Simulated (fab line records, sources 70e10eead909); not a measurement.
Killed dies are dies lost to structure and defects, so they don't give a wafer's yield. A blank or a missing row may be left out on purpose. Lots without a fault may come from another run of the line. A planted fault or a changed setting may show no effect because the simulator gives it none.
Chamber matching | flow nand_harc | NHARC_P_CONTACT_CMP_01 on cmp-03: 4 sister chambers
The step polishes SiO2, target thk 200 nm. 7 wafers are shown with their chamber, then 7 later ones without.

WAFERS WITH THEIR CHAMBER
wafer  | chamber | motor_current_A (A)
L086.1 | 2       | 14.5
L086.4 | 0       | 11.2
L091.1 | 3       | 13.0
L091.2 | 0       | 11.8
L091.4 | 2       | 14.9
L094.1 | 1       | 11.5
L094.2 | 3       | 12.5

WAFERS WITHOUT THEIR CHAMBER
wafer  | motor_current_A (A)
L094.3 | 11.6
L095.1 | 11.4
L095.4 | 14.1
L095.6 | 11.2
L096.2 | 12.0
L096.5 | 11.6
L096.6 | 12.0

WHICH CHAMBER EACH WENT THROUGH
wafer  | from the rows above          | in truth
L094.3 | can't be placed: 0 or 1      | 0
L095.1 | can't be placed: 0 or 1      | 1
L095.4 | 2                            | 2
L095.6 | can't be placed: 0 or 1      | 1
L096.2 | can't be placed: 0 or 1 or 3 | 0
L096.5 | can't be placed: 0 or 1      | 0
L096.6 | can't be placed: 0 or 1 or 3 | 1
Placed correctly: 1 of 7. Can't be placed from these rows: 6 (the true chamber is among the candidates in 6). Placed wrongly: 0.
How it was worked out, from the rows above alone: a wafer's distance from a chamber is the root of the sum, over the readings, of the square of ((its reading less the chamber's mean) divided by the reading's scatter). The wafer belongs to the nearest chamber; if the next one is less than 2 further off, it can't be placed. A chamber's mean is the mean of its shown wafers. The scatter: the root of (the sum of the squares of (reading less its chamber's mean) over the shown wafers, divided by (wafers less chambers)).
